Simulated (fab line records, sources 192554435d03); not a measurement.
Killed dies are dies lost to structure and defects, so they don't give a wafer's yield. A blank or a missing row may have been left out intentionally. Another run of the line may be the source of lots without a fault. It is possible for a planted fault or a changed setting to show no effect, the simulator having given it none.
fab line records	flow n5_finfet
record lots=5	wafers=15	last_day=16
route steps=1938 shown WELL_APT@36 PMOS_HMC_CHANNEL_EPI@57 BEOL_M4@1111 PASSIVATION@1936
lots untouched by any fault: they come from a run of this same line in which no faults occurred
start_h: hours from the record's first day to the start of the lot's first wafer shown	wait_h: hours from the lot's prior step to this one	" repeats the value in the row above	L1.1+2: one row covering several wafers at once	- either no value or no given start	* or withheld: withheld	< > ~ a bound
route shown NAME@n: a module of which the file shows steps, and the number in the route of the first	usual: the fault-free wafers' mean and standard deviation	same: alike in all rows	chamber/n: place in a boat	sites: each site's reading	_std_site: how widely they spread, as a standard deviation	_edge_site: the outer-site mean with the inner-site mean subtracted	radius_mm: how far each site lies from the wafer's centre	mask NAME#n: copy n	behind: tool/chamber where the wafer was last shaped	hold: why the lot went on hold/how many hours it stayed there/how the hold came to an end	device: the n, p or np transistor that did not switch	end of line: the same wafers' tests at the end of the route	for a step that has no rows: nothing shown but its recipe	killed: the dies lost at the first sort to structure and to defects; this is not the yield of the wafer	map: per-die view of a wafer (x killed, . not killed, _ where there is no die)
set.NAME: the setting that was run; set.NAME@STEP: the one run at that earlier step	model.NAME: the simulator's own value behind a step, which no gauge read
certain route steps with their lots: each step a table, each wafer a row
services: when a tool's chamber went out of use (start_h, in hours from the record's first day, below 0 if earlier), for how many hours, and the reason
## steps
# step N5_WELL_APT_COAT_19
# recipe spin_rpm=1357	resist_thk_nm=950
# step N5_WELL_APT_EBR_21
# recipe solvent=PGMEA	ebr_width_mm=1.5
# step N5_WELL_APT_SOFTBAKE_20
# recipe temp_c=130	time_s=60
# step N5_WELL_APT_EXPOSE_22
# recipe mask_id=PWELL	na=0.8	source_shape=conventional	sigma_outer=0.8	polarization=unpolarized	defocus_nm=0	target_cd_nm=200	dose_mj=23.2
# step N5_WELL_APT_PEB_23
# recipe peb_temp_c=130	peb_time_s=90
# step N5_WELL_APT_DEVELOP_24
# recipe develop_time_s=45	rinse_liquid=surfactant_rinse	dry=air_spin	dev_temp_c=21
# step N5_WELL_APT_HARDBAKE_29
# recipe temp_c=130	time_s=120
# step N5_WELL_APT_DESCUM_30
# recipe chemistry=O2	time_s=7.9	source_power_w=50	bias_power_w=20	pressure_mtorr=20	rf_frequency_hz=2.712e+07	temp_c=40	o2_flow_sccm=225
# step N5_WELL_APT_IMPLANT_31
# recipe species=B	energy_kev=60	dose_cm2=1.5e+13	tilt_deg=0	rotation_deg=0
# step N5_WELL_APT_IMPLANT_32
# recipe species=BF2	energy_kev=50	dose_cm2=2e+13	tilt_deg=0	rotation_deg=0
# usual dose_ions_cm2=2.0003e+13/1.9e+10	faraday_current_uA=254/4.9
lot.wafer	tool	chamber	start_h	wait_h	dose_ions_cm2	faraday_current_uA
L488.2	implanter-02	0	45.48	0.1	1.9993e+13	251
L488.5	"	0	"	"	1.997e+13	252
L488.6	"	0	"	"	2.0005e+13	267
L491.1	implanter-02	0	63.31	0.1	2.5747e+13	331
L491.2	"	0	"	"	2.5733e+13	330
L491.3	"	0	"	"	2.5726e+13	326
L494.1	implanter-02	0	81.58	0.1	2.5688e+13	330
L494.4	"	0	"	"	2.5709e+13	332
L494.6	"	0	"	"	2.575e+13	331
L495.2	implanter-02	0	87.39	0.1	2.5769e+13	328
L495.4	"	0	"	"	2.5736e+13	332
L495.6	"	0	"	"	2.5731e+13	333
L500.1	implanter-01	0	117.37	0.1	2.0022e+13	255
L500.2	"	0	"	"	1.9991e+13	257
L500.4	"	0	"	"	1.9991e+13	254
# step N5_WELL_APT_STRIP_33
# recipe chemistry=SPM	time_s=900	temp_c=130	h2so4_h2o2_vol_ratio=4	dry=ipa_marangoni
# step N5_WELL_APT_RTA_34
# recipe temp_c=1000	time_s=10	ambient=N2	idle_temp_c=600	ramp_up_c_per_s=150	ramp_down_c_per_s=60	cool_to_c=600
# step N5_WELL_APT_OXIDE_STRIP_42
# recipe chemistry=dHF	dilution=25:1	time_s=45	temp_c=25	target=SiO2	target_depth_a=120
# step N5_WELL_APT_PRECLEAN_36
# recipe chemistry=O3/DIW	time_s=45	temp_c=22	o3_ppm=10
# step N5_WELL_APT_PRECLEAN_39
# recipe chemistry=dHF	time_s=60	dilution=150:1	temp_c=25
# step N5_WELL_APT_SRD_37
# recipe dry=ipa_marangoni	do_ppb=5	time_s=30	temp_c=23	rinse_liquid=diw
# step N5_WELL_APT_EPI_41
# recipe material=Si	target_thk_a=500	temp_c=650	precursor=SiH4/H2	pressure_torr=20	time_s=297.7
# step N5_PMOS_HMC_CHANNEL_EPI_HM_DEP_34
# recipe material=SiO2	target_thk_a=360	temp_c=400	precursor=TEOS/O2	pressure_torr=6.5	rf_w=900	teos_flow_sccm=161.4	gas=O2	flow_sccm=2650	time_s=6.9
# step N5_PMOS_HMC_CHANNEL_EPI_COAT_31
# recipe resist=BARC	temp_c=205	time_s=60	spin_rpm=1500	resist_thk_nm=66
# step N5_PMOS_HMC_CHANNEL_EPI_COAT_03
# recipe resist=CAR-ArF-block	spin_rpm=1500	resist_thk_nm=205
# step N5_PMOS_HMC_CHANNEL_EPI_EBR_05
# recipe solvent=PGMEA	ebr_width_mm=1.5
# step N5_PMOS_HMC_CHANNEL_EPI_SOFTBAKE_04
# recipe temp_c=110	time_s=60	resist=CAR-ArF-block
# step N5_PMOS_HMC_CHANNEL_EPI_EXPOSE_06
# recipe mask_id=PMOS_HMC_BLK	na=1.35	source_shape=conventional	sigma_outer=0.8	polarization=unpolarized	target_cd_nm=240	dose_mj=41
# step N5_PMOS_HMC_CHANNEL_EPI_PEB_07
# recipe peb_temp_c=110	peb_time_s=60	resist=CAR-ArF-block
# step N5_PMOS_HMC_CHANNEL_EPI_DEVELOP_08
# recipe develop_time_s=30	developer=TMAH	resist=CAR-ArF-block	dev_temp_c=23	rinse_liquid=diw	dry=air_spin
# step N5_PMOS_HMC_CHANNEL_EPI_DESCUM_14
# recipe chemistry=O2	time_s=7.9	source_power_w=50	bias_power_w=20	pressure_mtorr=20	rf_frequency_hz=2.712e+07	temp_c=40	resist=CAR-ArF-block	o2_flow_sccm=225
# step N5_PMOS_HMC_CHANNEL_EPI_ETCH_32
# recipe chemistry=N2/H2	target=BARC	stop_on=SiO2	target_depth_a=858	over_etch_frac=0.3	time_s=50.3	ion_energy_ev=200	mask_material=CAR-ArF-block	pressure_mtorr=30	source_w=840	bias_w=150	n2_flow_sccm=200	h2_flow_sccm=200
# step N5_PMOS_HMC_CHANNEL_EPI_HM_OPEN_15
# recipe chemistry=CHF3/O2	target=SiO2	mask_material=CAR-ArF-block	target_depth_a=406	CHF3_flow_sccm=50	O2_flow_sccm=5	Ar_flow_sccm=200	time_s=20.3	pressure_mtorr=30	source_w=650	bias_w=170	ion_energy_ev=200
# step N5_PMOS_HMC_CHANNEL_EPI_STRIP_33
# recipe chemistry=N2/H2	power_w=500	temp_c=40	pressure_mtorr=50	rf_frequency_hz=6e+07	overash_fraction=0.3	bias_power_w=8	h2_frac=0.5	n2_flow_sccm=300	h2_flow_sccm=300
# step N5_PMOS_HMC_CHANNEL_EPI_STRIP_17
# recipe chemistry=SPM	time_s=750	temp_c=130	h2so4_h2o2_vol_ratio=4	dry=ipa_marangoni
# step N5_PMOS_HMC_CHANNEL_EPI_ETCH_38
# recipe chemistry=CF4	target=SiO2	target_depth_a=15	ion_energy_ev=350	pressure_mtorr=10	icp_w=800	bias_w=400	cf4_flow_sccm=80
# step N5_PMOS_HMC_CHANNEL_EPI_FIN_RECESS_16
# recipe chemistry=HBr/Cl2	target=Si	mask_material=SiO2	target_depth_a=540	time_s=18	pressure_mtorr=10	icp_w=800	bias_w=75	HBr_flow_sccm=150	Cl2_flow_sccm=80
# step N5_PMOS_HMC_CHANNEL_EPI_PRECLEAN_36
# recipe chemistry=O3/DIW	time_s=45	temp_c=22	o3_ppm=10
# step N5_PMOS_HMC_CHANNEL_EPI_PRECLEAN_18
# recipe chemistry=DHF	time_s=30	temp_c=25	dilution=withheld
# step N5_PMOS_HMC_CHANNEL_EPI_SRD_19
# recipe dry=ipa_marangoni	do_ppb=5	time_s=30	temp_c=23	rinse_liquid=diw
# step N5_BEOL_M4_RC_MEAS_101
# usual CJ_N=4.36/0.082	DIBL_N=36.0/1.8	DIBL_P=36.3/2.4	IOFF_N=0.16/0.035	IOFF_P=0.21/0.036	ION_N=673/13	ION_P=461/7.2	SS_N=71.4/0.6	SS_P=73.2/0.7	VT_N=250/4	VT_P=-250.9/2.9
lot.wafer	tool	chamber	start_h	wait_h	CJ_N	DIBL_N[mV/V]	DIBL_P[mV/V]	IOFF_N[nA/um]	IOFF_P[nA/um]	ION_N[uA/um]	ION_P[uA/um]	SS_N[mV/dec]	SS_P[mV/dec]	VT_N[mV]	VT_P[mV]
L488.2	prober-02	0	218.16	0.2	4.37	36.7	37.5	0.16	0.21	691	464	71.2	73.5	247	-251.3
L488.5	"	0	"	"	4.41	34.4	35.3	0.12	0.17	674	464	71.1	72.7	254	-254.5
L488.6	"	0	"	"	4.38	36.0	37.9	0.15	0.21	668	464	71.5	74.5	251	-252.8
L491.1	prober-01	0	220.82	0.0	4.91	34.7	36.7	0.14	0.17	665	447	71.2	72.6	248	-254.2
L491.2	"	0	"	"	4.99	38.3	39.9	0.20	0.22	684	459	71.2	74.2	245	-250.4
L491.3	"	0	"	"	4.87	36.3	38.6	0.16	0.21	669	456	71.3	73.8	248	-254.2
L494.1	prober-01	0	227.24	0.0	4.93	35.4	36.2	0.13	0.20	668	459	70.2	73.5	254	-251.5
L494.4	"	0	"	"	5.10	38.1	39.8	0.17	0.28	663	463	71.3	73.8	253	-247.4
L494.6	"	0	"	"	5.02	36.3	36.9	0.13	0.22	660	456	70.6	73.2	254	-249.7
L495.2	prober-01	0	248.23	0.2	5.00	33.8	33.0	0.10	0.16	645	447	71.8	71.8	255	-256.0
L495.4	"	0	"	"	4.95	35.4	35.8	0.13	0.19	658	459	71.0	73.6	248	-254.0
L495.6	"	0	"	"	5.05	34.9	33.7	0.12	0.16	666	456	70.7	72.8	255	-255.8
L500.1	prober-02	0	279.89	0.0	4.35	35.5	36.0	0.16	0.19	672	459	71.2	73.3	248	-251.7
L500.2	"	0	"	"	4.26	35.9	37.5	0.17	0.21	694	465	71.0	73.5	248	-251.6
L500.4	"	0	"	"	4.36	33.8	34.0	0.14	0.18	668	457	70.6	73.0	250	-253.1
# step N5_PASSIVATION_PROBE_49
# usual defect_limited_yield=91.2/1.4	killed_at_M0_to_M3=35/11	killed_at_M4_up=14/5.6	killed_at_contacts=12/5.6	killed_at_front_end=38/11	killed_at_other=4/3.4	killed_dies=103/17	killed_open=68/12	killed_short=33/8.8	sort_bin_5_function=5.1/0.89	sort_bin_6_memory=3.3/0.71	sort_bin_8_speed=0/0	sort_n_pass=1077/17	sort_yield_pct=91.2/1.4
# same gross_dies=1180	killed_at_back_side=0	sort_bin_4_leakage[%]=0
lot.wafer	tool	chamber	start_h	wait_h	defect_limited_yield[%]	killed_at_M0_to_M3	killed_at_M4_up	killed_at_contacts	killed_at_front_end	killed_at_other	killed_dies	killed_open	killed_short	sort_bin_5_function[%]	sort_bin_6_memory[%]	sort_bin_8_speed[%]	sort_n_pass	sort_yield_pct[%]
L488.2	prober-01	-	325.80	0.1	93.7	24	10	12	27	1	74	44	30	3.6	2.4	0	1106	93.7
L488.5	prober-01	-	325.95	0.2	88.7	40	12	14	67	0	133	79	54	6.8	4.2	0	1047	88.7
L488.6	prober-01	-	326.00	0.3	91.6	27	16	25	30	1	99	60	39	4.7	3.4	0	1081	91.6
L491.1	prober-02	-	330.01	0.0	92.9	32	11	15	23	3	84	63	20	3.8	3.2	0	1096	92.9
L491.2	prober-02	-	330.06	0.1	92.8	18	12	12	43	0	85	59	25	3.6	3.1	0	1095	92.8
L491.3	prober-02	-	330.11	0.1	92.7	35	14	4	33	0	86	62	24	3.7	3.1	0	1094	92.7
L494.1	prober-01	-	335.17	0.0	89.5	47	25	15	29	8	124	76	41	5.8	4.0	0	1056	89.5
L494.4	prober-01	-	335.32	0.2	92.2	33	12	9	34	4	92	70	20	4.9	2.7	0	1088	92.2
L494.6	prober-01	-	335.42	0.3	90.8	44	5	11	45	4	109	73	36	4.9	4.2	0.08	1070	90.7
L495.2	prober-02	-	357.28	0.1	90.1	46	9	18	43	1	117	83	31	5.0	4.6	0.08	1062	90.0
L495.4	prober-02	-	357.38	0.2	88.2	49	12	21	57	0	139	87	51	6.8	4.2	0	1041	88.2
L495.6	prober-02	-	357.48	0.3	89.5	52	17	20	34	1	124	95	28	6.4	3.9	0	1056	89.5
# killed by level:class
L488.2 MOL_CONTACT_COAG:geometric_particle:open=9 FIN_SAQP:geometric_particle:short=8 BEOL_M0_SAQP:geometric_particle:open=5 BEOL_M2:geometric_particle:open=5 BEOL_M4:geometric_particle:open=5 GATE_CUT:geometric_particle:short=4 STARTING-WAFER:geometric_particle:open=4 FIN_SAQP:geometric_particle:open=3
L488.5 FIN_SAQP:geometric_particle:open=17 BEOL_M0_SAQP:geometric_particle:open=15 BEOL_M0_SAQP:geometric_particle:short=15 FIN_SAQP:geometric_particle:short=13 MOL_CONTACT_COAG:geometric_particle:open=13 STI_FIN_REVEAL:geometric_particle:open=8 BEOL_M4:geometric_particle:open=7 DUMMY_GATE:geometric_particle:open=5
L488.6 MOL_CONTACT_COAG:geometric_particle:open=17 BEOL_M4:geometric_particle:open=9 MOL_CONTACT_COAG:geometric_particle:short=8 BEOL_M2:geometric_particle:open=7 BEOL_M3:geometric_particle:short=7 STI_FIN_REVEAL:geometric_particle:short=5 FIN_SAQP:geometric_particle:short=4 STI_FIN_REVEAL:geometric_particle:open=4
L491.1 MOL_CONTACT_COAG:geometric_particle:open=13 BEOL_M3:geometric_particle:open=9 FIN_SAQP:geometric_particle:open=7 BEOL_M0_SAQP:geometric_particle:open=7 BEOL_M2:geometric_particle:open=6 BEOL_M1:geometric_particle:open=4 FIN_SAQP:geometric_particle:short=3 BEOL_M4:geometric_particle:open=3
L491.2 FIN_SAQP:geometric_particle:open=11 MOL_CONTACT_COAG:geometric_particle:open=11 GATE_CUT:geometric_particle:short=6 BEOL_M2:geometric_particle:open=5 BEOL_M5:geometric_particle:open=5 FIN_SAQP:geometric_particle:short=4 DUMMY_GATE:geometric_particle:open=4 GATE_CUT:geometric_particle:open=4
L491.3 FIN_SAQP:geometric_particle:open=11 BEOL_M3:geometric_particle:open=11 BEOL_M4:geometric_particle:open=8 BEOL_M0_SAQP:geometric_particle:open=7 BEOL_M2:geometric_particle:open=6 GATE_CUT:geometric_particle:short=5 BEOL_M1:geometric_particle:open=5 FIN_SAQP:geometric_particle:short=4
L494.1 MOL_CONTACT_COAG:geometric_particle:open=12 BEOL_M2:geometric_particle:open=12 BEOL_M4:geometric_particle:short=11 BEOL_M1:geometric_particle:open=10 BEOL_M3:geometric_particle:open=8 BEOL_M0_SAQP:geometric_particle:open=7 BEOL_M0_SAQP:geometric_particle:short=6 FIN_SAQP:geometric_particle:short=4
L494.4 FIN_SAQP:geometric_particle:open=14 BEOL_M1:geometric_particle:open=9 BEOL_M3:geometric_particle:open=9 MOL_CONTACT_COAG:geometric_particle:open=8 STI_FIN_REVEAL:geometric_particle:open=5 BEOL_M3:geometric_particle:short=4 BEOL_M2:geometric_particle:open=4 BEOL_M4:geometric_particle:open=4
L494.6 BEOL_M3:geometric_particle:open=12 FIN_SAQP:geometric_particle:open=9 BEOL_M0_SAQP:geometric_particle:open=9 BEOL_M1:geometric_particle:open=9 MOL_CONTACT_COAG:geometric_particle:open=8 STI_FIN_REVEAL:geometric_particle:open=6 ILD0:geometric_particle:open=6 BEOL_M0_SAQP:geometric_particle:short=6
L495.2 MOL_CONTACT_COAG:geometric_particle:open=14 FIN_SAQP:geometric_particle:open=13 BEOL_M3:geometric_particle:open=12 BEOL_M0_SAQP:geometric_particle:open=10 BEOL_M2:geometric_particle:open=7 BEOL_M1:geometric_particle:open=6 FIN_SAQP:geometric_particle:short=4 STI_FIN_REVEAL:geometric_particle:open=4
L495.4 MOL_CONTACT_COAG:geometric_particle:open=17 FIN_SAQP:geometric_particle:short=13 BEOL_M0_SAQP:geometric_particle:open=13 BEOL_M0_SAQP:geometric_particle:short=11 STI_FIN_REVEAL:geometric_particle:open=10 BEOL_M3:geometric_particle:open=10 FIN_SAQP:geometric_particle:open=9 ILD0:geometric_particle:open=7
L495.6 MOL_CONTACT_COAG:geometric_particle:open=19 BEOL_M3:geometric_particle:open=13 STI_FIN_REVEAL:geometric_particle:open=10 BEOL_M1:geometric_particle:open=10 FIN_SAQP:geometric_particle:open=8 BEOL_M0_SAQP:geometric_particle:short=7 BEOL_M2:geometric_particle:open=7 BEOL_M0_SAQP:geometric_particle:open=6
## services
tool	chamber	start_h	hours	kind
implanter-01	-	71.36	3.3	pm
implanter-01	-	80.02	18.6	pm
## key
first_sign step=N5_WELL_APT_IMPLANT_32	reading=dose_ions_cm2	direction=up	sigmas=99+	usual=2.0003e+13	struck=2.5732e+13
effect step=N5_WELL_APT_IMPLANT_32	reading=faraday_current_uA	direction=up	sigmas=16	usual=254	struck=330
effect step=N5_BEOL_M4_RC_MEAS_101	reading=CJ_N	direction=up	sigmas=7.5	usual=4.36	struck=4.98
met_at N5_WELL_APT_IMPLANT_32
struck_wafers L491.1,L491.2,L491.3,L494.1,L494.4,L494.6,L495.2,L495.4,L495.6
onset_between 45.48 63.31
fault kind=process_parameter_drift	tool=implanter-02	chamber=-	onset_h=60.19	steps=N5_WELL_APT_IMPLANT_32	channel=dose_cm2	offset=5.7304e+12	shape=step	end_h=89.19	acts_in=these_recipes_only	stated=2e+13
